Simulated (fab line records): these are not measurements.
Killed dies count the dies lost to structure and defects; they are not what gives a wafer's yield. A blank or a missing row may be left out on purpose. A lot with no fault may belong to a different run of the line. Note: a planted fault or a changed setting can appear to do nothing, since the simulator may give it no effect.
2 desks, one fault	flow n5 finfet	every desk sees just its own numbers, and what lay behind them comes last

METROLOGY DESK
Lot by lot, what the gauges showed, no matter which tool ran the lot: averages of those sampled wafers that carry a number. The brackets show how far a lot's mean lies from the usual mean; more than 4 standard deviations puts the lot out of limits, marked OUT. 7 of its 12 readings are shown, namely those furthest out on some lot.
Columns: A = M2_THK at N5_BEOL_M2_THK_MEAS_53, usual 39.4 nm; B = M2_RS at N5_BEOL_M2_RS_MEAS_58, usual 0.67 ohm/sq; C = DIBL_N at N5_BEOL_M4_RC_MEAS_101, usual 35.6 mV/V; D = IOFF_P at N5_BEOL_M4_RC_MEAS_101, usual 0.19 nA/um; E = SS_N at N5_BEOL_M4_RC_MEAS_101, usual 71.3 mV/dec; F = VT_N at N5_BEOL_M4_RC_MEAS_101, usual 251 mV; G = VT_P at N5_BEOL_M4_RC_MEAS_101, usual -251.5 mV
lot	first seen here	A	B	C	D	E	F	G
L963	day 8 11:56	37.8	0.70	35.2	0.20	71.0	247	-249.2
L964	day 8 12:40	40.7	0.64	35.1	0.18	70.8	255	-253.5
L966	day 8 20:19	41.4	0.62	32.1	0.16	70.6	253	-254.0
L969	day 8 22:28	41.0	0.65	34.5	0.17	70.9	250	-252.7
L971	day 9 12:30	38.8	0.69	34.8	0.23	72.2	249	-247.1
L982	day 12 08:06	38.9	0.69	36.5	0.20	71.2	253	-250.3
L984	day 12 19:25	40.0	0.66	37.2	0.20	71.4	250	-252.4
Result from this desk: across the 7 lots, nothing is out of limits.

AT THE TOOL OWNER'S DESK: pecvd-03
The tool's own readings at N5_BEOL_M2_DEP_57 (deposits SiCN from 3MS/NH3, target thk 8 nm, time 14 s): means of the sampled wafers that have a number, for each lot that ran on this tool. The brackets show how far a lot's mean lies from the usual mean; more than 4 standard deviations puts the lot out of limits, marked OUT.
Columns: A = rf fwd power W at N5_BEOL_M2_DEP_57, usual 199.8 W; B = showerhead plenum p Torr at N5_BEOL_M2_DEP_57, usual 3.667 Torr; C = throttle valve pct at N5_BEOL_M2_DEP_57, usual 9.0 %
lot	first seen here	A	B	C
L964	day 8 12:53	200.0	3.662	9.0
L966	day 8 20:31	200.4	3.669	9.1
L969	day 8 22:44	199.3	3.652	9.0
L971	day 9 12:41	200.4	3.670	9.0
Result from this desk: across the 4 lots, nothing is out of limits.

TAKEN TOGETHER
From the metrology desk's view, nothing was out of limits.
The desk of the tool owner found nothing out of limits.

WHAT THE SIMULATOR HAD PUT IN
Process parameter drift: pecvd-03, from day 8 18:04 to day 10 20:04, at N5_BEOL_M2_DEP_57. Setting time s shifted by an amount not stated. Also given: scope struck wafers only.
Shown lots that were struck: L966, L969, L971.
